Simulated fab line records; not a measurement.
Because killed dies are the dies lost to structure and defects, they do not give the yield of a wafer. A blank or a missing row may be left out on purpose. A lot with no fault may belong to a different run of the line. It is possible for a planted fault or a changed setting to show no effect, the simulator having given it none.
Chamber matching + flow nandHarc + aldHk-01 running NHARC_A_CHANNEL_FILL_D1_ALD_16: 4 sister chambers
The step deposits SiO2, target thk 1.5 nm, pulse time 10 s, ald cycles 15. 16 wafers are shown with their chamber, then 8 later ones without.

## WAFERS PAIRED WITH THEIR CHAMBERS
| wafer  | chamber | heaterPowerW (W) | precursorPulseHeightRel |
|--------|---------|------------------|-------------------------|
| L075.1 | 3       | 569              | 0.992                   |
| L075.4 | 2       | 447              | 1.025                   |
| L075.6 | 2       | 438              | 1.010                   |
| L079.3 | 1       | 508              | 1.001                   |
| L079.4 | 3       | 581              | 1.001                   |
| L079.5 | 1       | 528              | 0.974                   |
| L082.1 | 0       | 381              | 0.998                   |
| L082.5 | 2       | 461              | 0.997                   |
| L082.6 | 1       | 522              | 0.996                   |
| L085.2 | 1       | 532              | 1.020                   |
| L085.4 | 0       | 377              | 1.009                   |
| L085.6 | 1       | 516              | 1.029                   |
| L090.1 | 0       | 380              | 1.002                   |
| L090.2 | 3       | 577              | 1.009                   |
| L090.5 | 0       | 389              | 1.007                   |
| L089.1 | 1       | 534              | 1.011                   |

SIGNATURES (means of the wafers above)
| reading                 | chamber 0 | chamber 1 | chamber 2 | chamber 3 | scatter within a chamber |
|-------------------------|-----------|-----------|-----------|-----------|--------------------------|
| heaterPowerW            | 381.75    | 523.33    | 448.67    | 575.67    | 8.77                     |
| precursorPulseHeightRel | 1.00400   | 1.00517   | 1.01067   | 1.00067   | 0.0145                   |
Rule: for a wafer and a chamber, the distance is found by dividing, reading by reading, the gap between the wafer's reading and the chamber's mean by the reading's scatter, squaring, summing and taking the root. If the next closest chamber is less than 2 further off than the closest, the wafer can't be placed; otherwise it belongs to the closest. The scatter is the square root of a quotient: the sum, over the shown wafers, of each reading's squared deviation from its chamber's mean, divided by wafers minus chambers.

## WAFERS MISSING THEIR CHAMBER
| wafer  | heaterPowerW (W) | precursorPulseHeightRel |
|--------|------------------|-------------------------|
| L089.4 | 375              | 1.015                   |
| L089.5 | 581              | 1.006                   |
| L095.3 | 566              | 1.004                   |
| L095.4 | 456              | 1.001                   |
| L095.6 | 459              | 0.985                   |
| L097.3 | 509              | 1.023                   |
| L097.5 | 463              | 0.982                   |
| L097.6 | 518              | 1.010                   |

## CHAMBER TAKEN BY EACH
| wafer  | from the rows above | in truth |
|--------|---------------------|----------|
| L089.4 | 0                   | 0        |
| L089.5 | 3                   | 3        |
| L095.3 | 3                   | 3        |
| L095.4 | 2                   | 2        |
| L095.6 | 2                   | 2        |
| L097.3 | 1                   | 1        |
| L097.5 | 2                   | 2        |
| L097.6 | 1                   | 1        |
8 of 8 placed correctly. Left unplaced by these rows: 0. Number placed wrongly: 0.
